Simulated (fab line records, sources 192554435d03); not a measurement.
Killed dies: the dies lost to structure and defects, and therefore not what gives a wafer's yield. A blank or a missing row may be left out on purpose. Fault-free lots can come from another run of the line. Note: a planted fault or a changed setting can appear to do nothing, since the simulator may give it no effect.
Which tool is to blame? || flow n5_finfet || Sampling: 10 lots, 27 wafers, 6 of 1938 route steps

== WHAT THE GAUGES READ, wafer by wafer ==
N5_ZERO_LAYER_CD_MEAS_11 targets a cd of 2000 nm. Usual: cd_nm at 2000.2 nm, with a standard deviation of 2.7.
{"lot": "L435", "measured": "day 1 12:40", "on": "cd_sem-01", "cd_nm (nm)": "1996.1 1997.3 2000.9", "flag": ""}
{"lot": "L439", "measured": "day 2 12:41", "on": "cd_sem-03", "cd_nm (nm)": "2003.1 2002.0 1998.5", "flag": ""}
{"lot": "L441", "measured": "day 3 00:46", "on": "cd_sem-03", "cd_nm (nm)": "1996.4 1999.7 2002.6", "flag": ""}
{"lot": "L442", "measured": "day 3 06:46", "on": "cd_sem-01", "cd_nm (nm)": "2004.3 2000.0 2001.1", "flag": ""}
{"lot": "L443", "measured": "day 3 12:38", "on": "cd_sem-02", "cd_nm (nm)": "1998.9 1997.2 1999.3", "flag": ""}
{"lot": "L445", "measured": "day 4 00:38", "on": "cd_sem-02", "cd_nm (nm)": "1997.4 1999.0 1996.7", "flag": ""}
{"lot": "L452", "measured": "day 5 18:38", "on": "cd_sem-03", "cd_nm (nm)": "2001.9 1995.5", "flag": ""}
{"lot": "L453", "measured": "day 6 00:46", "on": "cd_sem-03", "cd_nm (nm)": "2002.8 2002.2", "flag": ""}
{"lot": "L455", "measured": "day 6 12:52", "on": "cd_sem-01", "cd_nm (nm)": "2004.1 2002.3", "flag": ""}
{"lot": "L457", "measured": "day 7 00:46", "on": "cd_sem-02", "cd_nm (nm)": "1999.3 1995.8 1999.9", "flag": ""}

N5_WELL_APT_CD_MEAS_08 targets a cd of 200 nm. Usual: cd_nm at 199.9 nm, with a standard deviation of 1.7.
{"lot": "L435", "measured": "day 1 13:53", "on": "cd_sem-03", "cd_nm (nm)": "202.3 198.1 201.0", "flag": ""}
{"lot": "L439", "measured": "day 2 13:36", "on": "cd_sem-03", "cd_nm (nm)": "201.9 202.6 202.1", "flag": ""}
{"lot": "L441", "measured": "day 3 01:41", "on": "cd_sem-01", "cd_nm (nm)": "201.1 197.3 199.9", "flag": ""}
{"lot": "L442", "measured": "day 3 07:49", "on": "cd_sem-03", "cd_nm (nm)": "199.9 200.4 202.8", "flag": ""}
{"lot": "L443", "measured": "day 3 13:59", "on": "cd_sem-02", "cd_nm (nm)": "199.2 196.8 199.2", "flag": ""}
{"lot": "L445", "measured": "day 4 01:52", "on": "cd_sem-01", "cd_nm (nm)": "202.9 199.9 201.0", "flag": ""}
{"lot": "L452", "measured": "day 5 19:34", "on": "cd_sem-03", "cd_nm (nm)": "173.3 172.7", "flag": "OFF"}
{"lot": "L453", "measured": "day 6 01:41", "on": "cd_sem-02", "cd_nm (nm)": "175.4 175.8", "flag": "OFF"}
{"lot": "L455", "measured": "day 6 13:54", "on": "cd_sem-03", "cd_nm (nm)": "176.3 174.0", "flag": "OFF"}
{"lot": "L457", "measured": "day 7 01:49", "on": "cd_sem-03", "cd_nm (nm)": "199.9 198.4 199.9", "flag": ""}

N5_PMOS_HMC_CHANNEL_EPI_INSPECT_11: inspects for defects (macro). Usual: raw_defect_count at 1.9, with a standard deviation of 1.5.
{"lot": "L435", "measured": "day 1 17:19", "on": "defect_inspect-02", "raw_defect_count": "5 3 0", "flag": ""}
{"lot": "L439", "measured": "day 2 17:55", "on": "defect_inspect-01", "raw_defect_count": "3 5 0", "flag": ""}
{"lot": "L441", "measured": "day 3 05:02", "on": "defect_inspect-01", "raw_defect_count": "1 1 2", "flag": ""}
{"lot": "L442", "measured": "day 3 11:47", "on": "defect_inspect-02", "raw_defect_count": "3 3 2", "flag": ""}
{"lot": "L443", "measured": "day 3 17:38", "on": "defect_inspect-01", "raw_defect_count": "3 2 0", "flag": ""}
{"lot": "L445", "measured": "day 4 05:33", "on": "defect_inspect-01", "raw_defect_count": "2 0 1", "flag": ""}
{"lot": "L452", "measured": "day 5 23:23", "on": "defect_inspect-02", "raw_defect_count": "2 1", "flag": ""}
{"lot": "L453", "measured": "day 6 05:34", "on": "defect_inspect-01", "raw_defect_count": "1 2", "flag": ""}
{"lot": "L455", "measured": "day 6 17:15", "on": "defect_inspect-01", "raw_defect_count": "0 2", "flag": ""}
{"lot": "L457", "measured": "day 7 08:37", "on": "defect_inspect-01", "raw_defect_count": "0 2 1", "flag": ""}

N5_BEOL_M4_RC_MEAS_101. Usual: DIBL_N 35.8 mV/V, standard deviation 1.7; DIBL_P 35.3 mV/V, standard deviation 2; IOFF_N 0.150 nA/um, standard deviation 0.026; IOFF_P 0.194 nA/um, standard deviation 0.029; ION_N 667 uA/um, standard deviation 11; ION_P 456 uA/um, standard deviation 7.1; SS_N 71.4 mV/dec, standard deviation 0.65; SS_P 73.1 mV/dec, standard deviation 0.64; VT_N 251 mV, standard deviation 3; VT_P -252 mV, standard deviation 3.2.
{"lot": "L435", "measured": "day 9 17:53", "on": "prober-01", "DIBL_N (mV/V)": "36.5 32.5 35.6", "DIBL_P (mV/V)": "36.8 32.0 36.5", "IOFF_N (nA/um)": "0.156 0.103 0.150", "IOFF_P (nA/um)": "0.193 0.136 0.190", "ION_N (uA/um)": "678 649 675", "ION_P (uA/um)": "461 447 466", "SS_N (mV/dec)": "72.2 70.9 71.2", "SS_P (mV/dec)": "73.0 71.8 74.1", "VT_N (mV)": "253 258 250", "VT_P (mV)": "-252 -258 -254", "flag": ""}
{"lot": "L439", "measured": "day 11 04:16", "on": "prober-02", "DIBL_N (mV/V)": "36.4 37.6 34.9", "DIBL_P (mV/V)": "35.5 37.3 33.0", "IOFF_N (nA/um)": "0.157 0.187 0.123", "IOFF_P (nA/um)": "0.188 0.220 0.159", "ION_N (uA/um)": "673 688 658", "ION_P (uA/um)": "457 463 450", "SS_N (mV/dec)": "71.0 71.5 70.8", "SS_P (mV/dec)": "72.8 73.7 73.2", "VT_N (mV)": "251 246 256", "VT_P (mV)": "-249 -249 -253", "flag": ""}
{"lot": "L441", "measured": "day 11 20:26", "on": "prober-02", "DIBL_N (mV/V)": "34.8 35.6 34.6", "DIBL_P (mV/V)": "34.4 35.2 33.4", "IOFF_N (nA/um)": "0.118 0.126 0.110", "IOFF_P (nA/um)": "0.165 0.167 0.152", "ION_N (uA/um)": "659 649 638", "ION_P (uA/um)": "450 448 445", "SS_N (mV/dec)": "70.4 71.1 70.9", "SS_P (mV/dec)": "72.9 72.2 72.4", "VT_N (mV)": "254 254 257", "VT_P (mV)": "-255 -256 -259", "flag": ""}
{"lot": "L442", "measured": "day 12 05:59", "on": "prober-02", "DIBL_N (mV/V)": "34.0 32.6 36.1", "DIBL_P (mV/V)": "35.8 33.2 38.3", "IOFF_N (nA/um)": "0.141 0.123 0.184", "IOFF_P (nA/um)": "0.208 0.172 0.250", "ION_N (uA/um)": "676 667 680", "ION_P (uA/um)": "468 458 468", "SS_N (mV/dec)": "70.9 70.8 71.3", "SS_P (mV/dec)": "72.7 71.9 73.2", "VT_N (mV)": "250 251 247", "VT_P (mV)": "-249 -251 -243", "flag": ""}
{"lot": "L443", "measured": "day 12 09:15", "on": "prober-01", "DIBL_N (mV/V)": "36.8 36.0 36.3", "DIBL_P (mV/V)": "35.8 34.6 36.0", "IOFF_N (nA/um)": "0.160 0.148 0.154", "IOFF_P (nA/um)": "0.220 0.216 0.232", "ION_N (uA/um)": "670 672 666", "ION_P (uA/um)": "466 463 463", "SS_N (mV/dec)": "71.6 71.1 71.7", "SS_P (mV/dec)": "73.3 73.3 73.3", "VT_N (mV)": "251 250 250", "VT_P (mV)": "-246 -245 -246", "flag": ""}
{"lot": "L445", "measured": "day 12 12:49", "on": "prober-02", "DIBL_N (mV/V)": "33.9 35.7 36.5", "DIBL_P (mV/V)": "32.9 34.6 34.1", "IOFF_N (nA/um)": "0.124 0.149 0.156", "IOFF_P (nA/um)": "0.169 0.199 0.182", "ION_N (uA/um)": "660 673 665", "ION_P (uA/um)": "451 465 450", "SS_N (mV/dec)": "71.0 70.5 70.8", "SS_P (mV/dec)": "72.6 72.7 72.6", "VT_N (mV)": "254 252 251", "VT_P (mV)": "-252 -251 -254", "flag": ""}
{"lot": "L452", "measured": "day 14 15:55", "on": "prober-01", "DIBL_N (mV/V)": "38.3 34.6", "DIBL_P (mV/V)": "35.3 32.8", "IOFF_N (nA/um)": "0.174 0.125", "IOFF_P (nA/um)": "0.187 0.152", "ION_N (uA/um)": "662 664", "ION_P (uA/um)": "449 457", "SS_N (mV/dec)": "72.7 70.5", "SS_P (mV/dec)": "73.4 71.7", "VT_N (mV)": "247 250", "VT_P (mV)": "-253 -254", "flag": ""}
{"lot": "L453", "measured": "day 14 15:12", "on": "prober-02", "DIBL_N (mV/V)": "36.4 35.6", "DIBL_P (mV/V)": "34.8 34.5", "IOFF_N (nA/um)": "0.156 0.137", "IOFF_P (nA/um)": "0.168 0.160", "ION_N (uA/um)": "648 665", "ION_P (uA/um)": "436 450", "SS_N (mV/dec)": "72.4 71.5", "SS_P (mV/dec)": "73.4 73.4", "VT_N (mV)": "254 251", "VT_P (mV)": "-253 -254", "flag": ""}
{"lot": "L455", "measured": "day 15 02:43", "on": "prober-01", "DIBL_N (mV/V)": "33.6 33.7", "DIBL_P (mV/V)": "33.6 32.3", "IOFF_N (nA/um)": "0.139 0.123", "IOFF_P (nA/um)": "0.173 0.147", "ION_N (uA/um)": "664 652", "ION_P (uA/um)": "454 452", "SS_N (mV/dec)": "70.7 70.9", "SS_P (mV/dec)": "72.6 71.9", "VT_N (mV)": "250 254", "VT_P (mV)": "-253 -257", "flag": ""}
{"lot": "L457", "measured": "day 15 11:44", "on": "prober-02", "DIBL_N (mV/V)": "37.6 36.5 36.8", "DIBL_P (mV/V)": "35.2 35.3 36.0", "IOFF_N (nA/um)": "0.177 0.159 0.167", "IOFF_P (nA/um)": "0.217 0.212 0.225", "ION_N (uA/um)": "680 669 679", "ION_P (uA/um)": "463 461 464", "SS_N (mV/dec)": "71.3 70.4 71.2", "SS_P (mV/dec)": "73.9 72.7 73.7", "VT_N (mV)": "248 250 250", "VT_P (mV)": "-248 -250 -252", "flag": ""}

== TOOL THAT RAN EACH LOT (tool first, then ch and the chambers of the sampled wafers, then the start) ==
{"lot": "L435", "N5_WELL_APT_EXPOSE_05": "krf_scanner-01 ch 0, day 1 13:42", "N5_PMOS_HMC_CHANNEL_EPI_DESCUM_14": "rie_diel-06 ch 0,1,3, day 1 17:21"}
{"lot": "L439", "N5_WELL_APT_EXPOSE_05": "krf_scanner-02 ch 0, day 2 13:26", "N5_PMOS_HMC_CHANNEL_EPI_DESCUM_14": "rie_diel-06 ch 1,2, day 2 18:01"}
{"lot": "L441", "N5_WELL_APT_EXPOSE_05": "krf_scanner-01 ch 0, day 3 01:31", "N5_PMOS_HMC_CHANNEL_EPI_DESCUM_14": "rie_diel-05 ch 0,3, day 3 05:04"}
{"lot": "L442", "N5_WELL_APT_EXPOSE_05": "krf_scanner-02 ch 0, day 3 07:38", "N5_PMOS_HMC_CHANNEL_EPI_DESCUM_14": "rie_diel-05 ch 0,1,2, day 3 12:17"}
{"lot": "L443", "N5_WELL_APT_EXPOSE_05": "krf_scanner-01 ch 0, day 3 13:49", "N5_PMOS_HMC_CHANNEL_EPI_DESCUM_14": "rie_diel-06 ch 1,3, day 3 17:41"}
{"lot": "L445", "N5_WELL_APT_EXPOSE_05": "krf_scanner-02 ch 0, day 4 01:41", "N5_PMOS_HMC_CHANNEL_EPI_DESCUM_14": "rie_diel-05 ch 2,3, day 4 05:35"}
{"lot": "L452", "N5_WELL_APT_EXPOSE_05": "krf_scanner-02 ch 0, day 5 19:23", "N5_PMOS_HMC_CHANNEL_EPI_DESCUM_14": "rie_diel-06 ch 1,3, day 5 23:25"}
{"lot": "L453", "N5_WELL_APT_EXPOSE_05": "krf_scanner-02 ch 0, day 6 01:31", "N5_PMOS_HMC_CHANNEL_EPI_DESCUM_14": "rie_diel-05 ch 0,1, day 6 05:36"}
{"lot": "L455", "N5_WELL_APT_EXPOSE_05": "krf_scanner-02 ch 0, day 6 13:44", "N5_PMOS_HMC_CHANNEL_EPI_DESCUM_14": "rie_diel-06 ch 1,2, day 6 17:17"}
{"lot": "L457", "N5_WELL_APT_EXPOSE_05": "krf_scanner-01 ch 0, day 7 01:39", "N5_PMOS_HMC_CHANNEL_EPI_DESCUM_14": "rie_diel-02 ch 2,3, day 7 08:39"}
- N5_WELL_APT_EXPOSE_05: exposes mask NWELL, defocus 0 nm, target cd 200 nm.
- N5_PMOS_HMC_CHANNEL_EPI_DESCUM_14: chemistry O2, time 7.9 s.

== WHAT THE TOOLS THEMSELVES READ (means of the sampled wafers that have a number; where no wafer has one, the mark that the record gives instead) ==
N5_WELL_APT_EXPOSE_05. Usual: reticle_temp_C at 23.01 C, with a standard deviation of 0.097.
{"lot": "L435", "tool": "krf_scanner-01", "reticle_temp_C (C)": 23.04, "flag": ""}
{"lot": "L439", "tool": "krf_scanner-02", "reticle_temp_C (C)": 22.89, "flag": ""}
{"lot": "L441", "tool": "krf_scanner-01", "reticle_temp_C (C)": 23.08, "flag": ""}
{"lot": "L442", "tool": "krf_scanner-02", "reticle_temp_C (C)": 23.15, "flag": ""}
{"lot": "L443", "tool": "krf_scanner-01", "reticle_temp_C (C)": 23.09, "flag": ""}
{"lot": "L445", "tool": "krf_scanner-02", "reticle_temp_C (C)": 22.99, "flag": ""}
{"lot": "L452", "tool": "krf_scanner-02", "reticle_temp_C (C)": 22.95, "flag": ""}
{"lot": "L453", "tool": "krf_scanner-02", "reticle_temp_C (C)": 23.08, "flag": ""}
{"lot": "L455", "tool": "krf_scanner-02", "reticle_temp_C (C)": 23.15, "flag": ""}
{"lot": "L457", "tool": "krf_scanner-01", "reticle_temp_C (C)": 22.86, "flag": ""}

N5_PMOS_HMC_CHANNEL_EPI_DESCUM_14. Usual: drypump_motor_current_A 5.8 A, standard deviation 0.46; oes_product_au 0.77 a.u., standard deviation 0.084; rf_vpp_V 243.2 V, standard deviation 1.5; showerhead_plenum_p_Torr 2.09 Torr, standard deviation 0.076; throttle_valve_pct 20.54 %, standard deviation 0.24.
{"lot": "L435", "tool": "rie_diel-06", "drypump_motor_current_A (A)": 5.9, "oes_product_au (a.u.)": 0.78, "rf_vpp_V (V)": 241.8, "showerhead_plenum_p_Torr (Torr)": 2.01, "throttle_valve_pct (%)": 20.62, "flag": ""}
{"lot": "L439", "tool": "rie_diel-06", "drypump_motor_current_A (A)": 6.4, "oes_product_au (a.u.)": 0.76, "rf_vpp_V (V)": 244.0, "showerhead_plenum_p_Torr (Torr)": 2.12, "throttle_valve_pct (%)": 20.77, "flag": ""}
{"lot": "L441", "tool": "rie_diel-05", "drypump_motor_current_A (A)": 5.6, "oes_product_au (a.u.)": 0.73, "rf_vpp_V (V)": 242.9, "showerhead_plenum_p_Torr (Torr)": 2.07, "throttle_valve_pct (%)": 20.44, "flag": ""}
{"lot": "L442", "tool": "rie_diel-05", "drypump_motor_current_A (A)": 5.8, "oes_product_au (a.u.)": 0.74, "rf_vpp_V (V)": 243.5, "showerhead_plenum_p_Torr (Torr)": 2.14, "throttle_valve_pct (%)": 20.58, "flag": ""}
{"lot": "L443", "tool": "rie_diel-06", "drypump_motor_current_A (A)": 6.2, "oes_product_au (a.u.)": 0.75, "rf_vpp_V (V)": 243.2, "showerhead_plenum_p_Torr (Torr)": 2.03, "throttle_valve_pct (%)": 20.61, "flag": ""}
{"lot": "L445", "tool": "rie_diel-05", "drypump_motor_current_A (A)": 5.4, "oes_product_au (a.u.)": 0.76, "rf_vpp_V (V)": 243.7, "showerhead_plenum_p_Torr (Torr)": 2.13, "throttle_valve_pct (%)": 20.38, "flag": ""}
{"lot": "L452", "tool": "rie_diel-06", "drypump_motor_current_A (A)": 6.2, "oes_product_au (a.u.)": 0.75, "rf_vpp_V (V)": 242.5, "showerhead_plenum_p_Torr (Torr)": 2.04, "throttle_valve_pct (%)": 20.67, "flag": ""}
{"lot": "L453", "tool": "rie_diel-05", "drypump_motor_current_A (A)": 5.7, "oes_product_au (a.u.)": 0.70, "rf_vpp_V (V)": 243.3, "showerhead_plenum_p_Torr (Torr)": 2.10, "throttle_valve_pct (%)": 20.54, "flag": ""}
{"lot": "L455", "tool": "rie_diel-06", "drypump_motor_current_A (A)": 6.3, "oes_product_au (a.u.)": 0.88, "rf_vpp_V (V)": 244.2, "showerhead_plenum_p_Torr (Torr)": 2.12, "throttle_valve_pct (%)": 20.65, "flag": ""}
{"lot": "L457", "tool": "rie_diel-02", "drypump_motor_current_A (A)": 5.3, "oes_product_au (a.u.)": 0.85, "rf_vpp_V (V)": 242.5, "showerhead_plenum_p_Torr (Torr)": 2.06, "throttle_valve_pct (%)": 20.50, "flag": ""}

== THE ANSWER, worked out from the rows above alone ==
Rule: take the mean of a lot's wafers that have a number; if it is more than 3 standard deviations from the usual mean, the lot is off. A lot without any number at a reading at which 4 lots or more have one is off too. The other lots that the step has rows for count as sound. The gauges are gone through in route order, then the tools' own readings, and for those a lot's mean is taken as printed above. The first step at which some lot is off is used, and at that step the reading that is off furthest; a lot without a number counts as furthest.
Off at N5_WELL_APT_CD_MEAS_08 (cd_nm): L452, L453, L455.
If a tool, at a process step before that reading, ran all the lots that are off and no sound lot after the first of them, it fits. Gauges at N5_WELL_APT_CD_MEAS_08: tried the same way as those tools. One fits: N5_WELL_APT_EXPOSE_05 on krf_scanner-02. Its last sound lot is L445 (day 4 01:41), its first lot that is off L452 (day 5 19:23): a fault that began between those two fits.

== WHAT THE SIMULATOR HAD PUT IN ==
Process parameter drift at N5_WELL_APT_EXPOSE_05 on krf_scanner-02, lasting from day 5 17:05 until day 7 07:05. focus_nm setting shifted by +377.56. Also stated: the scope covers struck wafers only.
Struck lots among those shown: L452, L453, L455. Same finding as the rule above.
